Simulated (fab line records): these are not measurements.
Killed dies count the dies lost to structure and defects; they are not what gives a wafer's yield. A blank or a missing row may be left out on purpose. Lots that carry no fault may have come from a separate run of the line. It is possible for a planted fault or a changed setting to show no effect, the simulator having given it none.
Chamber matching :: flow n5 finfet :: cvd co-01 running N5_BEOL_M5_PRE_CLEAN_77: 3 sister chambers
The step time 15 s. 3 wafers are shown with their chamber, then 6 later ones without.

## WAFERS PAIRED WITH THEIR CHAMBERS
wafer: L569.4
chamber: 1
heater power w (W): 127

wafer: L575.5
chamber: 0
heater power w (W): 133

wafer: L575.6
chamber: 2
heater power w (W): 53

## WAFERS WITHOUT THEIR CHAMBER
wafer: L578.1
heater power w (W): 53

wafer: L578.2
heater power w (W): 124

wafer: L578.5
heater power w (W): 121

wafer: L582.1
heater power w (W): 132

wafer: L582.2
heater power w (W): 125

wafer: L582.3
heater power w (W): 55

## CHAMBER TAKEN BY EACH
wafer: L578.1
from the rows above: 2
in truth: 2

wafer: L578.2
from the rows above: 1
in truth: 1

wafer: L578.5
from the rows above: 1
in truth: 1

wafer: L582.1
from the rows above: can't be placed: 0 or 1
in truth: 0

wafer: L582.2
from the rows above: 1
in truth: 1

wafer: L582.3
from the rows above: 2
in truth: 2
5 of 6 placed correctly. Can't be placed from these rows: 1 (the true chamber is among the candidates in 1). Number placed wrongly: 0.
How it was worked out, from the rows above alone: a wafer's distance from a chamber is the root of the sum, over the readings, of the square of ((its reading less the chamber's mean) divided by the reading's scatter). If the next closest chamber is less than 2 further off than the closest, the wafer can't be placed; otherwise it belongs to the closest. The mean given for a chamber averages the wafers shown for that chamber. The scatter: root of mean squared gap, hidden wafer to nearest shown wafer, with one shown wafer a chamber.
